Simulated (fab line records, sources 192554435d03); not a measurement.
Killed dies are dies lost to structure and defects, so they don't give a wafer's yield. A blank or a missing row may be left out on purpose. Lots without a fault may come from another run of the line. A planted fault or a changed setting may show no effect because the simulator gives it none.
A struck lot beside a sound one | flow n5_finfet | 14 steps out of a route of 1938
Sound: wafers L258.1, L258.2, L258.6. Struck: wafers L256.1, L256.5, L256.6. The cause comes at the end.
At each step with rows: each side's tool, then ch and its chambers, then its first start. Under that, the readings that differ: sound wafers | struck wafers | difference of the means | sigmas: that difference in standard deviations of wafers without a fault.
alike: readings whose means differ by less than 2 such deviations, and words and numbers that are the same on both sides. not compared: withheld readings, readings that some wafer has no value for, bounds like >300 that may hide the same value, and numbers for which the record gives no deviation and whose values overlap.
The two part at a step that has a row with sigmas, a row that says differs or no value, or rows on one side only. Numbers that don't overlap but have no deviation are shown without sigmas and don't part them. A reading that every wafer of one side lacks parts them only if that side has two wafers or more.

N5_BEOL_M4_RC_MEAS_101:
  sound on prober-02 ch 0, day 13 19:26; struck on prober-02 ch 0, day 13 16:31
  alike: DIBL_N, DIBL_P, IOFF_N, IOFF_P, ION_N, ION_P, SS_N, SS_P, VT_N, VT_P
N5_BEOL_M5_ILD_DEP_00: deposits SiCOH lowk from DEMS/porogen, target thk 140.64 nm, time 25.9 s.
  sound on pecvd-01 ch 0,1, day 13 20:24; struck on pecvd-02 ch 1,2, day 13 17:28
  reading            | sound       | struck      | difference | sigmas
  heater_power_w (W) | 427 415 409 | 270 210 250 | -174       | -2
  alike: showerhead_plenum_p_Torr, throttle_valve_pct
N5_BEOL_M5_CURE_79: cures SiCOH lowk, time 240 s.
  sound on uv_cure-03 ch 0, day 13 20:28; struck on uv_cure-02 ch 0, day 13 17:32
  alike: lamp_power_pct, wafer_temp_C_max
N5_BEOL_M5_THK_MEAS_01:
  sound on film_metro-01, day 13 20:58; struck on film_metro-01, day 13 18:02
  alike: M5_ILD_THK
N5_BEOL_M5_PECVD_70: deposits SiO2 from TEOS/O2, target thk 16 nm, time 18 s.
  sound on pecvd-01 ch 0,2, day 13 21:01; struck on pecvd-01 ch 0,2, day 13 18:05
  alike: heater_power_w, showerhead_plenum_p_Torr, throttle_valve_pct
N5_BEOL_M5_HM_DEP_02: deposits TiN, target thk 20 nm.
  sound on pvd_sputter-02, day 13 22:14; struck on pvd_sputter-03, day 13 18:46
  alike: chamber_pressure_pa, throttle_valve_pct
then, 6 steps without rows for these wafers: N5_BEOL_M5_COAT_59 (time 60 s, resist thk 60 nm); N5_BEOL_M5_COAT_60 (time 60 s, resist thk 12 nm); N5_BEOL_M5_COAT_71 (time 60 s, resist thk 5 nm); N5_BEOL_M5_COAT_05 (resist thk 30 nm); N5_BEOL_M5_EBR_07; N5_BEOL_M5_SOFTBAKE_06 (time 60 s).
N5_BEOL_M5_EXPOSE_08: exposes mask M5, target cd 28 nm.
  sound on euv_scanner-01 ch 0, day 13 22:38; struck on euv_scanner-02, day 13 19:11
  no value came back on the struck wafers for exposure_dose_mJ_cm2, focus_offset_nm (nm); on the sound wafers exposure_dose_mJ_cm2 reads 35.79 35.75 35.74
  alike: mask
then, 1 step without rows for these wafers: N5_BEOL_M5_PEB_09 (peb time 60 s).

WHERE THEY PART
First at N5_BEOL_M5_ILD_DEP_00; last, within this record, at N5_BEOL_M5_EXPOSE_08.

WHY: what the simulator had put in
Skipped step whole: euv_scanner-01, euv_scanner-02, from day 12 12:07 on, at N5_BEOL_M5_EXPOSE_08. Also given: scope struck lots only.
